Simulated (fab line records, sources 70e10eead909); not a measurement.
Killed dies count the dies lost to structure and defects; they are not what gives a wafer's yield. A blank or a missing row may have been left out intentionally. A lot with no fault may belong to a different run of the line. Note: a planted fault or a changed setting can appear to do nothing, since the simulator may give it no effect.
Chamber matching / flow nand-harc / NHARC_A_BLC_ALD_23 on ald-metal-02 has 4 sister chambers
The step deposits TiN, target thk 3 nm, pulse time 1 s, ald cycles 150. 4 wafers are shown with their chamber, then 11 later ones without.

WAFERS, EACH WITH ITS CHAMBER
wafer=L089.2; chamber=2; heater-power-w (W)=1163
wafer=L090.4; chamber=3; heater-power-w (W)=1186
wafer=L090.6; chamber=1; heater-power-w (W)=1042
wafer=L093.1; chamber=0; heater-power-w (W)=1034

WAFERS MISSING THEIR CHAMBER
wafer=L093.2; heater-power-w (W)=1213
wafer=L093.6; heater-power-w (W)=1022
wafer=L094.1; heater-power-w (W)=1022
wafer=L094.2; heater-power-w (W)=1173
wafer=L094.6; heater-power-w (W)=1142
wafer=L095.2; heater-power-w (W)=1044
wafer=L095.4; heater-power-w (W)=1230
wafer=L095.5; heater-power-w (W)=1063
wafer=L096.2; heater-power-w (W)=1227
wafer=L096.3; heater-power-w (W)=1041
wafer=L096.4; heater-power-w (W)=1050

CHAMBER TAKEN BY EACH
wafer=L093.2; from the rows above=can't be placed: 3 or 2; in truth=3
wafer=L093.6; from the rows above=can't be placed: 0 or 1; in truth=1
wafer=L094.1; from the rows above=can't be placed: 0 or 1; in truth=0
wafer=L094.2; from the rows above=can't be placed: 2 or 3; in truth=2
wafer=L094.6; from the rows above=can't be placed: 2 or 3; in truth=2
wafer=L095.2; from the rows above=can't be placed: 1 or 0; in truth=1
wafer=L095.4; from the rows above=can't be placed: 3 or 2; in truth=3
wafer=L095.5; from the rows above=can't be placed: 1 or 0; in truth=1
wafer=L096.2; from the rows above=can't be placed: 3 or 2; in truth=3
wafer=L096.3; from the rows above=can't be placed: 1 or 0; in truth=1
wafer=L096.4; from the rows above=can't be placed: 1 or 0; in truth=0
0 of 11 placed correctly. Can't be placed from these rows: 11 (the true chamber is among the candidates in 11). Placed wrongly: 0.
How it was worked out, from the rows above alone: a wafer's distance from a chamber is the root of the sum, over the readings, of the square of ((its reading less the chamber's mean) divided by the reading's scatter). If the next closest chamber is less than 2 further off than the closest, the wafer can't be placed; otherwise it belongs to the closest. A chamber's mean is the mean of its shown wafers. The scatter (one wafer shown for each chamber): square how far every hidden wafer sits from the nearest shown wafer, average those squares and take the square root.
